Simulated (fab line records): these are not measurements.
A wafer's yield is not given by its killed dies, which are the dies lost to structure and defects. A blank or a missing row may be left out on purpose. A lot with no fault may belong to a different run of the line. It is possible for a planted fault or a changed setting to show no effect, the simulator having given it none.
Matching of chambers | flow nand harc | NHARC_P_M1_DEP_33 on pecvd-03 has 3 sister chambers
The step deposits SiCN, target thk 30 nm. 6 wafers are shown with their chamber, then 8 later ones without.

EACH WAFER AND ITS CHAMBER
wafer  | chamber | heater power w (W) | rf fwd power W (W)
L081.1 | 0       | 607                | 448.1
L081.5 | 2       | 712                | 446.7
L088.2 | 1       | 732                | 448.7
L088.4 | 1       | 710                | 452.4
L088.5 | 2       | 783                | 449.2
L090.1 | 0       | 587                | 447.4

WAFERS WITHOUT THEIR CHAMBER
wafer  | heater power w (W) | rf fwd power W (W)
L090.2 | 782                | 450.1
L090.5 | 773                | 449.3
L091.3 | 648                | 450.1
L091.4 | 640                | 448.7
L091.5 | 601                | 449.1
L097.3 | 582                | 449.5
L097.5 | 690                | 449.6
L097.6 | 610                | 449.6

EACH ONE'S CHAMBER
wafer  | from the rows above          | in truth
L090.2 | can't be placed: 2 or 1      | 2
L090.5 | can't be placed: 2 or 1      | 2
L091.3 | can't be placed: 0 or 1 or 2 | 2
L091.4 | can't be placed: 0 or 1 or 2 | 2
L091.5 | 0                            | 0
L097.3 | 0                            | 0
L097.5 | can't be placed: 1 or 2      | 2
L097.6 | 0                            | 0
Placed correctly: 3 of 8. Cannot be placed on the basis of these rows: 5; the candidates contain the true chamber in 5. Placed wrongly: 0.
How it was worked out, from the rows above alone: a wafer's distance from a chamber is the root of the sum, over the readings, of the square of ((its reading less the chamber's mean) divided by the reading's scatter). The wafer belongs to the nearest chamber; if the next one is less than 2 further off, it can't be placed. A chamber's mean is the mean of its shown wafers. The scatter: take each reading less its chamber's mean, square it, sum over the shown wafers, divide by the number of wafers less the number of chambers, and take the root.
